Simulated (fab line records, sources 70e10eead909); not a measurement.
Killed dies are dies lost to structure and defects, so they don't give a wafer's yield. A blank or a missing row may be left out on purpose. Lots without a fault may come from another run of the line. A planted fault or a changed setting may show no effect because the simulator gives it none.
Which tool did it? | flow nand_harc | 15 lots, 45 wafers sampled, at 5 steps of a route of 1302

WHAT THE GAUGES READ, wafer by wafer
NHARC_A_ONON_D2_THK_MEAS_18: measures by ellipsometry.
lot  | measured     | on            | thk_nm (nm)
L237 | day 12 18:28 | film_metro-01 | 994 993 993
L238 | day 13 08:40 | film_metro-01 | 998 1000 1000
L239 | day 13 21:49 | film_metro-01 | 994 995 993
L242 | day 15 02:20 | film_metro-01 | 991 990 989
L243 | day 15 02:20 | film_metro-02 | 995 996 993
L244 | day 16 04:40 | film_metro-02 | 1009 1007 1009
L248 | day 17 04:37 | film_metro-01 | 994 993 994
L249 | day 17 17:16 | film_metro-01 | 1007 1005 1006
L250 | day 18 19:10 | film_metro-02 | 342 341 341
L252 | day 19 13:06 | film_metro-01 | 334 334 334
L253 | day 19 13:05 | film_metro-02 | 997 996 999
L255 | day 20 07:47 | film_metro-02 | 989 989 990
L254 | day 20 07:46 | film_metro-01 | 338 336 338
L257 | day 21 09:02 | film_metro-02 | 1012 1012 1012
L259 | day 22 03:55 | film_metro-01 | 993 996 995

NHARC_END_SORT_01.
lot  | measured     | on        | killed_at_array | killed_at_other | killed_at_periphery | killed_dies | killed_open | killed_short
L244 | day 27 16:04 | prober-02 | 64 77 83        | 0 0 0           | 4 1 1               | 68 78 84    | 6 3 2       | 2 3 2
L252 | day 31 04:50 | prober-02 | 673 675 675     | 0 0 0           | 4 2 2               | 677 677 677 | 2 2 2       | 3 3 3
L254 | day 31 18:04 | prober-01 | 675 676 673     | 0 0 0           | 2 1 4               | 677 677 677 | 2 2 4       | 4 2 1

WHICH TOOL RAN EACH LOT (tool, then ch and the chambers of the sampled wafers, then the start)
lot  | NHARC_A_ONON_D2_DEP_16           | NHARC_A_CHANNEL_HOLE_D2_DEP_00 | NHARC_A_CHANNEL_HOLE_D2_DEP_01
L237 | pecvd_onon-03 ch 0, day 12 17:57 | acl_dep-03 ch 0, day 12 21:24  | pecvd-03 ch 1,2, day 12 23:18
L238 | pecvd_onon-03 ch 0, day 13 08:13 | acl_dep-02 ch 0, day 13 11:52  | pecvd-01 ch 1,2, day 13 13:28
L239 | pecvd_onon-03 ch 0, day 13 21:19 | acl_dep-03 ch 0, day 14 00:46  | pecvd-03 ch 1,2, day 14 02:44
L242 | pecvd_onon-03 ch 0, day 15 01:49 | acl_dep-01 ch 0, day 15 06:23  | pecvd-03 ch 0,1,2, day 15 08:19
L243 | pecvd_onon-01 ch 0, day 15 01:49 | acl_dep-02 ch 0, day 15 06:36  | pecvd-01 ch 0,1,2, day 15 08:33
L244 | pecvd_onon-01 ch 0, day 16 04:09 | acl_dep-01 ch 0, day 16 07:52  | pecvd-04 ch 0,1,2, day 16 09:52
L248 | pecvd_onon-03 ch 0, day 17 04:07 | acl_dep-02 ch 0, day 17 07:29  | pecvd-03 ch 1,2, day 17 09:27
L249 | pecvd_onon-03 ch 0, day 17 16:46 | acl_dep-01 ch 0, day 17 20:10  | pecvd-01 ch 0,2, day 17 22:03
L250 | pecvd_onon-03 ch 0, day 18 18:46 | -                              | -
L252 | pecvd_onon-03 ch 0, day 19 12:35 | -                              | -
L253 | pecvd_onon-02 ch 0, day 19 12:35 | acl_dep-02 ch 0, day 19 16:25  | pecvd-01 ch 0,2, day 19 18:23
L255 | pecvd_onon-02 ch 0, day 20 07:16 | acl_dep-02 ch 0, day 20 12:18  | pecvd-01 ch 1,2, day 20 14:12
L254 | pecvd_onon-03 ch 0, day 20 07:19 | -                              | -
L257 | pecvd_onon-01 ch 0, day 21 08:32 | acl_dep-03 ch 0, day 21 11:55  | pecvd-03 ch 0,2, day 21 13:53
L259 | pecvd_onon-01 ch 0, day 22 03:32 | acl_dep-02 ch 0, day 22 07:28  | pecvd-01 ch 0,1,2, day 22 08:45
- NHARC_A_ONON_D2_DEP_16: target thk 1000 nm.
- NHARC_A_CHANNEL_HOLE_D2_DEP_00: deposits aC, target thk 3100 nm.
- NHARC_A_CHANNEL_HOLE_D2_DEP_01: deposits SiON, target thk 140 nm.

WHAT THE TOOLS THEMSELVES READ (means of the sampled wafers that have a number; where no wafer has one, the mark that the record gives instead)
NHARC_A_ONON_D2_DEP_16.
lot  | tool          | susceptor_temp_C (C)
L237 | pecvd_onon-03 | 400.40
L238 | pecvd_onon-03 | 400.21
L239 | pecvd_onon-03 | 400.13
L242 | pecvd_onon-03 | 399.94
L243 | pecvd_onon-01 | 400.16
L244 | pecvd_onon-01 | 400.35
L248 | pecvd_onon-03 | 399.99
L249 | pecvd_onon-03 | 400.28
L250 | pecvd_onon-03 | 400.20
L252 | pecvd_onon-03 | 400.03
L253 | pecvd_onon-02 | 400.11
L255 | pecvd_onon-02 | 400.16
L254 | pecvd_onon-03 | 399.97
L257 | pecvd_onon-01 | 399.88
L259 | pecvd_onon-01 | 400.02

NHARC_A_CHANNEL_HOLE_D2_DEP_00.
lot  | tool       | susceptor_temp_C (C) | throttle_valve_pct (%)
L237 | acl_dep-03 | -                    | 35.004
L238 | acl_dep-02 | 399.87               | 34.993
L239 | acl_dep-03 | 400.39               | 34.991
L242 | acl_dep-01 | -                    | 34.999
L243 | acl_dep-02 | -                    | 35.003
L244 | acl_dep-01 | 400.09               | 34.999
L248 | acl_dep-02 | 400.03               | 35.008
L249 | acl_dep-01 | -                    | 35.002
L253 | acl_dep-02 | 400.09               | 35.003
L255 | acl_dep-02 | -                    | 34.998
L257 | acl_dep-03 | -                    | 34.989
L259 | acl_dep-02 | 400.01               | 35.007

NHARC_A_CHANNEL_HOLE_D2_DEP_01.
lot  | tool     | heater_power_w (W) | susceptor_temp_C (C)
L237 | pecvd-03 | 720                | 399.99
L238 | pecvd-01 | 793                | 399.85
L239 | pecvd-03 | 831                | 399.96
L242 | pecvd-03 | 806                | 399.75
L243 | pecvd-01 | 791                | 399.85
L244 | pecvd-04 | 681                | 399.92
L248 | pecvd-03 | 886                | 400.23
L249 | pecvd-01 | 783                | 400.07
L253 | pecvd-01 | 782                | 400.14
L255 | pecvd-01 | 776                | 400.07
L257 | pecvd-03 | 813                | 399.94
L259 | pecvd-01 | 818                | 400.08

THE ANSWER, worked out from the rows above alone
Rule: what is usual is taken from the lots themselves. Put in order of their means at a reading, lots are off if they are a third of the lots or fewer, leave a main group of 4 or more, and stand apart from it by a gap of 3 or more times the standard deviation of the main group's means; of several such gaps the widest counts. A main group whose means are all the same, to the digits that the tables above print for the reading, isn't used. A lot without any number at a reading at which 4 lots or more have one is off too. The other lots that the step has rows for count as sound. The gauges are gone through in route order, then the tools' own readings, and for those a lot's mean is taken as printed above. The first step at which some lot is off is used, and at that step the reading that is off furthest; a lot without a number counts as furthest.
Off: L250, L252, L254, at NHARC_A_ONON_D2_THK_MEAS_18 (thk_nm). The main group: mean 998 nm, standard deviation 7.
A tool fits if, at a process step before that reading, it ran every lot that is off, and no sound lot after the first of them. The gauges at NHARC_A_ONON_D2_THK_MEAS_18 are tried like those tools. One fits: pecvd_onon-03 at NHARC_A_ONON_D2_DEP_16. Its last sound lot is L249 (day 17 16:46), its first lot that is off L250 (day 18 18:46): a fault that began between those two fits.

WHAT THE SIMULATOR HAD PUT IN
Process parameter drift: pecvd_onon-03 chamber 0, from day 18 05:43 on, at NHARC_A_ONON_D2_DEP_16. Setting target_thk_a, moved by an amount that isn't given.
Lots struck among those shown: L250, L252, L254. The rule above found the same.
